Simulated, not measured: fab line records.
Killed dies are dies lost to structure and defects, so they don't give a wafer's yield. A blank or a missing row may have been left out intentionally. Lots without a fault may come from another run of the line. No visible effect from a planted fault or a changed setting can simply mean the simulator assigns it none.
fab line records    flow nand_harc
record: lots: 6  wafers: 18  last_day: 33
route steps=1302 shown A_STAIRCASE@829 END@1302
lots that met no fault: taken from a fault-free run of the same line
start_h: start of the lot's first displayed wafer, in hours after the record's first day    wait_h: how many hours have passed since the lot's step before this one    " identical to the entry in the row above    L1.1+2: one row covering several wafers at once    - no value, or no start given    * or withheld: withheld    < > ~ a bound
route shown NAME@n: a module of which the file shows steps, and the number in the route of the first    usual: mean and standard deviation over wafers with no fault    same: alike in all rows    chamber/n: place in a boat    sites: each site's reading    _std_site: standard deviation of those values    _edge_site: the outer-site mean with the inner-site mean subtracted    radius_mm: for every site, how far away it sits from the centre of the wafer    mask NAME#n: copy n    behind: tool/chamber where the wafer was last shaped    hold: what put the lot on hold/how long, in hours/how the hold closed    device: which transistor (n, p or np) failed to switch    end of line: the tests these same wafers got at the end of their route    step lacking rows: just its recipe    killed: count of dies lost to structure and defects at first sort (not the wafer's yield)    map: shows each die of a wafer: x if killed, . if not, _ if none is there
set.NAME: the setting the step ran with; set.NAME@STEP: the setting that earlier step ran with    model.NAME: the simulator's own value behind a step, which no gauge read
lots at some steps of the route; a table a step, a row a wafer
services: when a tool's chamber went out of use (start_h, in hours from the record's first day, below 0 if earlier), for how many hours, and the reason
== steps ==
step: NHARC_A_STAIRCASE_HARDBAKE_311
recipe: temp_c: 120  time_s: 140
step: NHARC_A_STAIRCASE_DESCUM_312
recipe: time_s: 3  o2_flow_sccm: 200  ar_flow_sccm: 0  bias_power_w: 0  chemistry: O2
usual: drypump_motor_current_A: 5.6/0.3  oes_product_au: 1.001/0.0066  rf_vpp_V: 57.8/0.94  showerhead_plenum_p_Torr: 1.92/0.082  throttle_valve_pct: 11.311/0.0095
lot.wafer  tool         chamber  start_h  wait_h  drypump_motor_current_A  oes_product_au  rf_hours_counter_h  rf_vpp_V  showerhead_plenum_p_Torr  throttle_valve_pct
L137.4     rie_diel-06  1        433.88   -       5.3                      1.009           42                  56.5      1.80                      11.324
L137.2     "            0        "        "       6.2                      0.996           43                  57.4      1.91                      11.302
L137.5     "            2        "        "       5.7                      1.001           -                   57.6      2.03                      11.309
L142.4     rie_diel-09  3        491.08   -       5.2                      1.014           61                  57.9      1.90                      11.310
L142.1     "            0        "        "       5.8                      1.003           58                  58.2      1.98                      11.302
L142.5     "            2        "        "       5.8                      1.008           -                   59.6      1.88                      11.309
L152.2     rie_diel-02  1        593.71   -       5.7                      0.999           2                   57.0      1.79                      11.307
L152.4     "            3        "        "       5.1                      0.998           2                   58.0      2.06                      11.315
L152.1     "            0        "        "       5.2                      0.997           2                   57.7      1.81                      11.305
L154.3     rie_diel-09  1        600.59   -       5.7                      1.001           28                  57.3      2.01                      11.306
L154.2     "            2        "        "       5.8                      1.001           22                  57.0      1.87                      11.302
L154.1     "            3        "        "       5.2                      0.989           30                  58.2      1.89                      11.307
L153.2     rie_diel-09  1        601.11   -       5.7                      0.997           28                  57.5      2.01                      11.312
L153.6     "            2        "        "       5.7                      1.005           -                   57.6      1.87                      11.312
L153.5     "            3        "        "       5.2                      0.998           -                   59.2      1.89                      11.336
L155.2     rie_diel-09  3        613.88   -       5.2                      0.998           35                  57.2      1.89                      11.303
L155.3     "            0        "        "       5.8                      1.004           34                  58.8      1.97                      11.306
L155.5     "            3        "        "       5.2                      1.003           -                   57.7      1.89                      11.312
step: NHARC_A_STAIRCASE_ETCH_313
recipe: cf4_flow_sccm: 100  chf3_flow_sccm: 30  ar_flow_sccm: 0  rf_w: 500  bias_w: 200  chemistry: CF4/CHF3
step: NHARC_A_STAIRCASE_HM_OPEN_463
recipe: o2_flow_sccm: 400  cos_flow_sccm: 20  ar_flow_sccm: 0  rf_w: 500  bias_w: 300  chemistry: O2/COS
usual: drypump_motor_current_A: 5.6/0.31  oes_product_au: 1.002/0.0071  rf_vpp_V: 467.2/2.9  showerhead_plenum_p_Torr: 3.12/0.13  throttle_valve_pct: 28.330/0.0083
lot.wafer  tool         chamber  start_h  wait_h  drypump_motor_current_A  oes_product_au  rf_hours_counter_h  rf_vpp_V  showerhead_plenum_p_Torr  throttle_valve_pct
L137.4     rie_diel-06  1        -        -       5.3                      1.000           42                  461.2     2.94                      28.312
L137.2     "            2        "        "       5.8                      1.002           46                  471.1     3.29                      28.329
L137.5     "            0        "        "       6.3                      1.000           -                   467.1     3.12                      28.320
L142.4     rie_diel-09  1        -        -       5.6                      1.009           54                  471.0     3.29                      28.322
L142.1     "            2        "        "       5.8                      1.005           57                  466.9     3.07                      28.333
L142.5     "            2        "        "       5.8                      0.996           -                   466.6     3.07                      28.330
L152.2     rie_diel-02  1        -        -       5.7                      0.992           2                   463.8     2.94                      28.316
L152.4     "            2        "        "       5.7                      0.995           3                   469.0     3.15                      28.339
L152.1     "            3        "        "       5.1                      0.997           2                   470.9     3.35                      28.318
L154.3     rie_diel-09  3        -        -       5.2                      0.990           31                  467.0     3.09                      28.329
L154.1     "            0        "        "       5.8                      0.991           30                  470.1     3.21                      28.339
L154.2     "            2        "        "       5.8                      0.992           22                  465.8     3.05                      28.327
L153.2     rie_diel-09  1        -        -       5.7                      1.008           28                  469.9     3.27                      28.320
L153.6     "            1        "        "       5.7                      1.006           -                   469.9     3.27                      28.322
L153.5     "            2        "        "       5.7                      1.006           -                   466.1     3.05                      28.327
L155.3     rie_diel-09  3        -        -       5.2                      0.972           35                  466.4     3.09                      28.322
L155.2     "            2        "        "       5.8                      0.995           26                  467.3     3.05                      28.332
L155.5     "            0        "        "       5.8                      1.001           -                   468.0     3.21                      28.326
step: NHARC_A_STAIRCASE_STRIP_464
recipe: o2_flow_sccm: 400  cos_flow_sccm: 20  ar_flow_sccm: 0  bias_w: 0  chemistry: O2/COS
step: NHARC_A_STAIRCASE_ETCH_453
recipe: target_depth_a: 300  overetch_a: 30  time_s: 16.5  ion_energy_ev: 100  cf4_flow_sccm: 80  o2_flow_sccm: 20  ar_flow_sccm: 0  rf_w: 300  bias_w: 100  chemistry: CF4/O2
usual: drypump_motor_current_A: 5.6/0.31  oes_o_777_au: 1.000/0.0042  oes_product_au: 1.001/0.0064  rf_vpp_V: 197.8/1.4  showerhead_plenum_p_Torr: 1.34/0.057  throttle_valve_pct: 13.397/0.01
lot.wafer  tool         chamber  start_h  wait_h  drypump_motor_current_A  oes_o_777_au  oes_product_au  rf_hours_counter_h  rf_vpp_V  showerhead_plenum_p_Torr  throttle_valve_pct
L137.4     rie_diel-06  0        -        -       6.2                      1.003         1.000           43                  196.0     1.33                      13.401
L137.2     "            1        "        "       5.3                      1.001         1.009           42                  196.1     1.26                      13.404
L137.5     "            0        "        "       6.2                      0.998         0.993           -                   198.4     1.33                      13.393
L142.1     rie_diel-09  2        -        -       5.8                      1.003         1.004           57                  198.2     1.31                      13.411
L142.4     "            0        "        "       5.8                      0.996         1.004           58                  199.8     1.38                      13.421
L142.5     "            2        "        "       5.8                      1.011         1.004           -                   196.0     1.31                      13.398
L152.1     rie_diel-02  2        -        -       5.7                      0.999         0.997           3                   199.2     1.35                      13.396
L152.4     "            3        "        "       5.1                      1.004         0.991           2                   200.8     1.43                      13.404
L152.2     "            1        "        "       5.6                      0.994         0.987           2                   197.3     1.25                      13.414
L154.3     rie_diel-09  0        -        -       5.8                      1.000         0.994           31                  197.8     1.37                      13.417
L154.2     "            1        "        "       5.7                      0.999         1.000           28                  198.4     1.40                      13.400
L154.1     "            2        "        "       5.7                      1.004         0.992           22                  198.1     1.31                      13.397
L153.2     rie_diel-09  0        -        -       5.8                      1.006         1.001           31                  199.5     1.37                      13.407
L153.5     "            2        "        "       5.8                      1.003         1.007           -                   199.7     1.30                      13.392
L153.6     "            3        "        "       5.2                      1.002         1.003           -                   197.1     1.32                      13.413
L155.3     rie_diel-09  1        -        -       5.7                      0.997         1.015           32                  199.5     1.40                      13.392
L155.2     "            3        "        "       5.2                      1.001         1.003           35                  196.2     1.32                      13.394
L155.5     "            2        "        "       5.8                      0.995         1.010           -                   196.5     1.30                      13.392
step: NHARC_A_STAIRCASE_ETCH_315
recipe: target_depth_a: 25000  time_s: 607.1  ion_energy_ev: 800  c4f8_flow_sccm: 80  o2_flow_sccm: 60  ar_flow_sccm: withheld  rf_w: 600  bias_w: 3000  chemistry: C4F8/O2/Ar
usual: oes_product_au: 0.932/0.0084  rf_vpp_V: 1828/11
lot.wafer  tool         chamber  start_h  wait_h  oes_product_au  rf_hours_counter_h  rf_vpp_V
L137.2     rie_diel-06  1        -        -       0.932           42                  1811
L137.4     "            2        "        "       0.928           46                  1839
L137.5     "            0        "        "       0.919           -                   1828
L142.4     rie_diel-09  1        -        -       0.943           54                  1839
L142.1     "            2        "        "       0.928           57                  1823
L142.5     "            2        "        "       0.930           -                   1822
L152.2     rie_diel-02  1        -        -       0.934           2                   1812
L152.1     "            3        "        "       0.946           2                   1845
L152.4     "            0        "        "       0.929           2                   1815
L154.1     rie_diel-09  3        -        -       0.934           31                  1824
L154.3     "            0        "        "       0.931           31                  1835
L154.2     "            2        "        "       0.947           22                  1821
L153.2     rie_diel-09  1        -        -       0.928           28                  1839
L153.5     "            0        "        "       0.948           -                   1835
L153.6     "            1        "        "       0.928           -                   1840
L155.2     rie_diel-09  2        -        -       0.927           26                  1821
L155.3     "            1        "        "       0.922           32                  1839
L155.5     "            3        "        "       0.919           -                   1826
step: NHARC_A_STAIRCASE_STRIP_316
recipe: o2_flow_sccm: 500  ar_flow_sccm: 0  bias_w: 0  chemistry: O2
usual: drypump_motor_current_A: 5.6/0.32  oes_product_au: 1.001/0.0069  rf_vpp_V: 57.9/0.94  showerhead_plenum_p_Torr: 3.53/0.15  throttle_valve_pct: 17.035/0.0098
lot.wafer  tool         chamber  start_h  wait_h  drypump_motor_current_A  oes_product_au  rf_hours_counter_h  rf_vpp_V  showerhead_plenum_p_Torr  throttle_valve_pct
L137.2     rie_diel-06  1        -        -       5.3                      1.004           42                  56.9      3.33                      17.025
L137.4     "            2        "        "       5.8                      1.020           46                  57.5      3.72                      17.030
L137.5     "            2        "        "       5.8                      1.005           -                   58.1      3.72                      17.033
L142.1     rie_diel-09  3        -        -       5.2                      1.000           61                  57.0      3.51                      17.035
L142.4     "            0        "        "       5.8                      1.011           59                  59.7      3.64                      17.049
L142.5     "            2        "        "       5.8                      1.001           -                   57.5      3.47                      17.034
L152.2     rie_diel-02  3        -        -       5.1                      0.998           2                   59.2      3.78                      17.043
L152.4     "            0        "        "       5.2                      0.997           2                   57.7      3.36                      17.043
L152.1     "            1        "        "       5.7                      1.005           3                   57.8      3.32                      17.034
L154.2     rie_diel-09  3        -        -       5.2                      1.000           31                  58.5      3.49                      17.018
L154.3     "            0        "        "       5.8                      1.000           31                  58.0      3.62                      17.032
L154.1     "            2        "        "       5.7                      1.001           22                  57.2      3.45                      17.056
L153.2     rie_diel-09  0        -        -       5.8                      0.999           31                  57.7      3.62                      17.046
L153.5     "            0        "        "       5.8                      0.997           -                   59.0      3.62                      17.029
L153.6     "            1        "        "       5.7                      0.991           -                   56.8      3.70                      17.034
L155.3     rie_diel-09  2        -        -       5.7                      0.999           27                  58.1      3.45                      17.027
L155.2     "            1        "        "       5.7                      0.995           32                  56.4      3.70                      17.027
L155.5     "            3        "        "       5.2                      0.999           -                   56.9      3.49                      17.043
step: NHARC_A_STAIRCASE_STRIP_317
recipe: time_s: 900  temp_c: 130  chemistry: SPM
step: NHARC_A_STAIRCASE_PRECLEAN_318
recipe: time_s: *  temp_c: 50  bath_age_min: 0  chemistry: SC1
step: NHARC_A_STAIRCASE_SRD_329
step: NHARC_A_STAIRCASE_ALD_415
recipe: target_thk_a: 300  pulse_time_s: 6  ald_cycles: 300  temp_c: 300  material: SiO2
usual: ald_cycles: 300/0  heater_power_outer_w: 275/27  heater_power_w: 479/46  precursor_pulse_height_rel: 0.997/0.022  susceptor_temp_C: 300.03/0.18
lot.wafer  tool       chamber  start_h  wait_h  ald_cycles  heater_power_outer_w  heater_power_w  precursor_pulse_height_rel  susceptor_temp_C
L137.2     ald_hk-03  1        435.81   0.1     300         284                   469             1.005                       300.10
L137.4     "          0        "        "       300         284                   477             1.008                       300.14
L137.5     "          2        "        "       300         242                   451             0.966                       299.65
L142.1     ald_hk-02  1        493.17   0.3     300         277                   496             0.968                       299.84
L142.4     "          3        "        "       300         253                   444             1.010                       300.16
L142.5     "          0        "        "       300         299                   522             0.976                       299.88
L152.1     ald_hk-02  0        595.58   0.1     -           -                     -               -                           -
L152.4     "          2        "        "       -           -                     -               -                           -
L152.2     "          3        "        "       -           -                     -               -                           -
L154.3     ald_hk-04  2        602.48   0.1     300         259                   466             0.983                       299.91
L154.2     "          3        "        "       300         238                   398             0.993                       300.19
L154.1     "          1        "        "       300         318                   557             0.968                       299.94
L153.2     ald_hk-03  1        603.90   0.7     -           -                     -               -                           -
L153.5     "          2        "        "       -           -                     -               -                           -
L153.6     "          3        "        "       -           -                     -               -                           -
L155.2     ald_hk-02  0        616.41   0.7     300         308                   527             1.017                       299.94
L155.3     "          1        "        "       300         282                   489             1.015                       299.98
L155.5     "          0        "        "       300         318                   510             0.977                       299.82
step: NHARC_A_STAIRCASE_ETCHBACK_416
recipe: target_depth_a: 360  time_s: 7.2  c4f8_flow_sccm: withheld  o2_flow_sccm: 8  ar_flow_sccm: withheld  rf_w: 600  bias_w: 800  chemistry: C4F8/O2/Ar
step: NHARC_END_SORT_01
recipe: temp_c: 25
usual: killed_at_array: 54/16  killed_at_other: 0.6/0.86  killed_at_periphery: 3.8/2.6  killed_dies: 58/16  killed_open: 3.3/1.8  killed_short: 2.7/1.7
same: gross_dies: 677
lot.wafer  tool       chamber  start_h  wait_h  killed_at_array  killed_at_other  killed_at_periphery  killed_dies  killed_open  killed_short
L137.2     prober-01  0        603.22   2.8     74               0                3                    77           2            4
L137.4     prober-01  0        604.81   3.4     70               0                1                    71           1            4
L137.5     prober-01  0        605.61   3.7     71               0                8                    79           2            2
L154.1     prober-01  0        773.18   2.5     27               1                0                    28           3            1
L154.2     prober-01  0        773.98   2.8     34               0                0                    34           0            0
L154.3     prober-01  0        774.78   3.1     31               1                5                    37           4            5
L152.1     prober-02  0        773.20   2.5     675              0                2                    677          1            3
L152.2     prober-02  0        774.01   2.8     667              2                8                    677          3            3
L152.4     prober-02  0        775.62   3.4     671              0                6                    677          5            2
L153.2     prober-01  0        781.78   2.8     674              2                1                    677          4            4
L153.5     prober-01  0        784.19   3.7     672              4                1                    677          6            3
L153.6     prober-01  0        784.99   4.0     668              2                7                    677          4            2
killed by level:class
L137.2 A_CHANNEL_HOLE_D1:chamber_film_flake=34 A_SLIT:chamber_film_flake=17 A_CHANNEL_HOLE_D2:chamber_film_flake=6 A_DECK1_JOINT:chamber_film_flake=3 A_STAIRCASE:chamber_film_flake=3 A_CONTACT:chamber_film_flake=3 P_M0:chamber_film_flake=2 A_CHANNEL_FILL_D1:chamber_film_flake=2
L137.4 A_CHANNEL_HOLE_D1:chamber_film_flake=29 A_SLIT:chamber_film_flake=13 A_CHANNEL_HOLE_D2:chamber_film_flake=10 A_CONTACT:chamber_film_flake=8 A_CHANNEL_FILL_D1:geometric_particle:short=3 A_STAIRCASE:chamber_film_flake=2 A_ONON_D2:geometric_particle:open=1 A_CHANNEL_FILL_D2:geometric_particle:short=1
L137.5 A_CHANNEL_HOLE_D1:chamber_film_flake=33 A_SLIT:chamber_film_flake=13 A_CHANNEL_HOLE_D2:chamber_film_flake=9 A_CONTACT:chamber_film_flake=7 P_M0:chamber_film_flake=5 A_CHANNEL_FILL_D1:chamber_film_flake=3 A_STAIRCASE:chamber_film_flake=3 P_STI:geometric_particle:short=1
L154.1 A_CHANNEL_HOLE_D1:chamber_film_flake=9 A_SLIT:chamber_film_flake=6 A_M1:chamber_film_flake=3 A_CHANNEL_HOLE_D2:chamber_film_flake=2 A_ONON_D1:geometric_particle:short=1 A_CHANNEL_FILL_D1:geometric_particle:open=1 A_CONTACT:geometric_particle:open=1 A_M1:geometric_particle:open=1
L152.1 A_STAIRCASE:area_ald=620 A_CHANNEL_HOLE_D2:chamber_film_flake=19 A_SLIT:chamber_film_flake=16 A_CONTACT:chamber_film_flake=7 A_CHANNEL_HOLE_D1:chamber_film_flake=6 A_STAIRCASE:chamber_film_flake=3 P_M0:geometric_particle:short=1 A_SOURCE_PLATE:geometric_particle:short=1
L154.2 A_CHANNEL_HOLE_D1:chamber_film_flake=12 A_SLIT:chamber_film_flake=9 A_STAIRCASE:chamber_film_flake=3 A_M1:chamber_film_flake=3 A_ZERO_WELL:chamber_film_flake=2 A_WL_FILL:chamber_film_flake=2 A_CONTACT:chamber_film_flake=2 A_CHANNEL_HOLE_D2:chamber_film_flake=1
L152.2 A_STAIRCASE:area_ald=608 A_SLIT:chamber_film_flake=20 A_CHANNEL_HOLE_D2:chamber_film_flake=13 A_CONTACT:chamber_film_flake=12 A_CHANNEL_HOLE_D1:chamber_film_flake=6 P_GATE:chamber_film_flake=3 A_STAIRCASE:chamber_film_flake=3 A_CHANNEL_FILL_D2:chamber_film_flake=2
L154.3 A_CHANNEL_HOLE_D1:chamber_film_flake=12 A_CONTACT:chamber_film_flake=4 A_SLIT:chamber_film_flake=3 A_M1:chamber_film_flake=3 P_M0:geometric_particle:open=2 A_ONON_D2:geometric_particle:short=2 A_WL_FILL:chamber_film_flake=2 P_M0:geometric_particle:short=1
L152.4 A_STAIRCASE:area_ald=613 A_CHANNEL_HOLE_D2:chamber_film_flake=22 A_SLIT:chamber_film_flake=16 A_CONTACT:chamber_film_flake=7 A_CHANNEL_HOLE_D1:chamber_film_flake=4 A_ONON_D2:geometric_particle:short=2 P_STI:chamber_film_flake=2 P_GATE:chamber_film_flake=2
L153.2 A_STAIRCASE:area_ald=607 A_SLIT:chamber_film_flake=21 A_CONTACT:chamber_film_flake=14 A_CHANNEL_HOLE_D2:chamber_film_flake=14 A_CHANNEL_HOLE_D1:chamber_film_flake=7 A_ONON_D2:geometric_particle:open=2 A_CHANNEL_FILL_D1:chamber_film_flake=2 A_STAIRCASE:chamber_film_flake=2
L153.5 A_STAIRCASE:area_ald=621 A_SLIT:chamber_film_flake=13 A_CHANNEL_HOLE_D2:chamber_film_flake=10 A_CONTACT:chamber_film_flake=9 A_CHANNEL_HOLE_D1:chamber_film_flake=8 A_DECK1_JOINT:geometric_particle:open=3 THIN_TSV:chamber_film_flake=3 A_STAIRCASE:chamber_film_flake=2
L153.6 A_STAIRCASE:area_ald=620 A_CHANNEL_HOLE_D2:chamber_film_flake=14 A_CHANNEL_HOLE_D1:chamber_film_flake=11 A_CONTACT:chamber_film_flake=10 A_SLIT:chamber_film_flake=8 P_CONTACT:geometric_particle:open=2 P_CONTACT:chamber_film_flake=2 A_CHANNEL_FILL_D1:chamber_film_flake=2
map L152.1 (x killed, . not)
____________x____________
_________xxxxxxx_________
_______xxxxxxxxxxx_______
______xxxxxxxxxxxxx______
_____xxxxxxxxxxxxxxx_____
____xxxxxxxxxxxxxxxxx____
____xxxxxxxxxxxxxxxxx____
___xxxxxxxxxxxxxxxxxxx___
___xxxxxxxxxxxxxxxxxxx___
__xxxxxxxxxxxxxxxxxxxxx__
__xxxxxxxxxxxxxxxxxxxxx__
_xxxxxxxxxxxxxxxxxxxxxxx_
_xxxxxxxxxxxxxxxxxxxxxxx_
_xxxxxxxxxxxxxxxxxxxxxxx_
_xxxxxxxxxxxxxxxxxxxxxxx_
_xxxxxxxxxxxxxxxxxxxxxxx_
xxxxxxxxxxxxxxxxxxxxxxxxx
xxxxxxxxxxxxxxxxxxxxxxxxx
xxxxxxxxxxxxxxxxxxxxxxxxx
xxxxxxxxxxxxxxxxxxxxxxxxx
xxxxxxxxxxxxxxxxxxxxxxxxx
_xxxxxxxxxxxxxxxxxxxxxxx_
_xxxxxxxxxxxxxxxxxxxxxxx_
_xxxxxxxxxxxxxxxxxxxxxxx_
_xxxxxxxxxxxxxxxxxxxxxxx_
_xxxxxxxxxxxxxxxxxxxxxxx_
__xxxxxxxxxxxxxxxxxxxxx__
__xxxxxxxxxxxxxxxxxxxxx__
___xxxxxxxxxxxxxxxxxxx___
___xxxxxxxxxxxxxxxxxxx___
____xxxxxxxxxxxxxxxxx____
____xxxxxxxxxxxxxxxxx____
_____xxxxxxxxxxxxxxx_____
______xxxxxxxxxxxxx______
_______xxxxxxxxxxx_______
_________xxxxxxx_________
____________x____________
map L153.2 (x killed, . not)
____________x____________
_________xxxxxxx_________
_______xxxxxxxxxxx_______
______xxxxxxxxxxxxx______
_____xxxxxxxxxxxxxxx_____
____xxxxxxxxxxxxxxxxx____
____xxxxxxxxxxxxxxxxx____
___xxxxxxxxxxxxxxxxxxx___
___xxxxxxxxxxxxxxxxxxx___
__xxxxxxxxxxxxxxxxxxxxx__
__xxxxxxxxxxxxxxxxxxxxx__
_xxxxxxxxxxxxxxxxxxxxxxx_
_xxxxxxxxxxxxxxxxxxxxxxx_
_xxxxxxxxxxxxxxxxxxxxxxx_
_xxxxxxxxxxxxxxxxxxxxxxx_
_xxxxxxxxxxxxxxxxxxxxxxx_
xxxxxxxxxxxxxxxxxxxxxxxxx
xxxxxxxxxxxxxxxxxxxxxxxxx
xxxxxxxxxxxxxxxxxxxxxxxxx
xxxxxxxxxxxxxxxxxxxxxxxxx
xxxxxxxxxxxxxxxxxxxxxxxxx
_xxxxxxxxxxxxxxxxxxxxxxx_
_xxxxxxxxxxxxxxxxxxxxxxx_
_xxxxxxxxxxxxxxxxxxxxxxx_
_xxxxxxxxxxxxxxxxxxxxxxx_
_xxxxxxxxxxxxxxxxxxxxxxx_
__xxxxxxxxxxxxxxxxxxxxx__
__xxxxxxxxxxxxxxxxxxxxx__
___xxxxxxxxxxxxxxxxxxx___
___xxxxxxxxxxxxxxxxxxx___
____xxxxxxxxxxxxxxxxx____
____xxxxxxxxxxxxxxxxx____
_____xxxxxxxxxxxxxxx_____
______xxxxxxxxxxxxx______
_______xxxxxxxxxxx_______
_________xxxxxxx_________
____________x____________
== services ==
tool         chamber  start_h  hours  kind
ald_hk-04    -        425.84   0.6    repair
rie_diel-09  0        429.16   -      clean
rie_diel-09  1        429.16   -      clean
rie_diel-09  2        429.16   -      clean
rie_diel-09  3        429.16   -      clean
ald_hk-03    -        438.04   1.4    repair
rie_diel-09  0        453.66   -      clean
rie_diel-09  1        453.66   -      clean
rie_diel-09  2        453.66   -      clean
rie_diel-09  3        453.66   -      clean
rie_diel-09  0        478.16   -      clean
rie_diel-09  1        478.16   -      clean
rie_diel-09  2        478.16   -      clean
rie_diel-09  3        478.16   -      clean
rie_diel-06  -        485.31   9.0    pm
rie_diel-09  -        497.99   9.0    pm
rie_diel-09  0        497.99   9.0    vent_cycle
rie_diel-06  -        505.38   0.5    repair
ald_hk-04    -        521.28   2.5    repair
rie_diel-09  2        528.34   13.0   repair
ald_hk-02    -        529.24   10.0   pm
rie_diel-02  -        571.62   9.0    pm
ald_hk-04    -        583.17   0.6    repair
rie_diel-02  1        588.48   1.6    repair
== key ==
first_sign: step: NHARC_A_STAIRCASE_ALD_415  reading: tool_record  direction: missing
effect: step: NHARC_END_SORT_01  reading: killed_at_array  direction: up  sigmas: 39  usual: 54  struck: 671
more_kills_born_at: NHARC_A_STAIRCASE_ALD_415@ald_hk-03: 1848  NHARC_A_STAIRCASE_ALD_415@ald_hk-02: 1841
met_at NHARC_A_STAIRCASE_ALD_415
struck_wafers L152.1,L152.2,L152.4,L153.2,L153.5,L153.6
later_rows_left_out L152.1,L152.2,L152.4,L153.2,L153.5,L153.6
tester_left_out L152,L153
onset_between 493.17 595.58
fault: kind: skipped_step_whole  tool: ald_hk-02,ald_hk-03  chamber: -  onset_h: 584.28  steps: NHARC_A_STAIRCASE_ALD_415  scope: struck_lots_only
tester_left_out: of these lots the tester's yield and bins aren't shown, on N5 and GAA mostly nor the transistor test; their killed dies are dies lost to structure and defects alone, not to doping, threshold or leakage, so they don't give the yield
later_rows_left_out: the simulator's readings of these wafers behind a module that went badly wrong aren't trusted and aren't shown, but for the sort
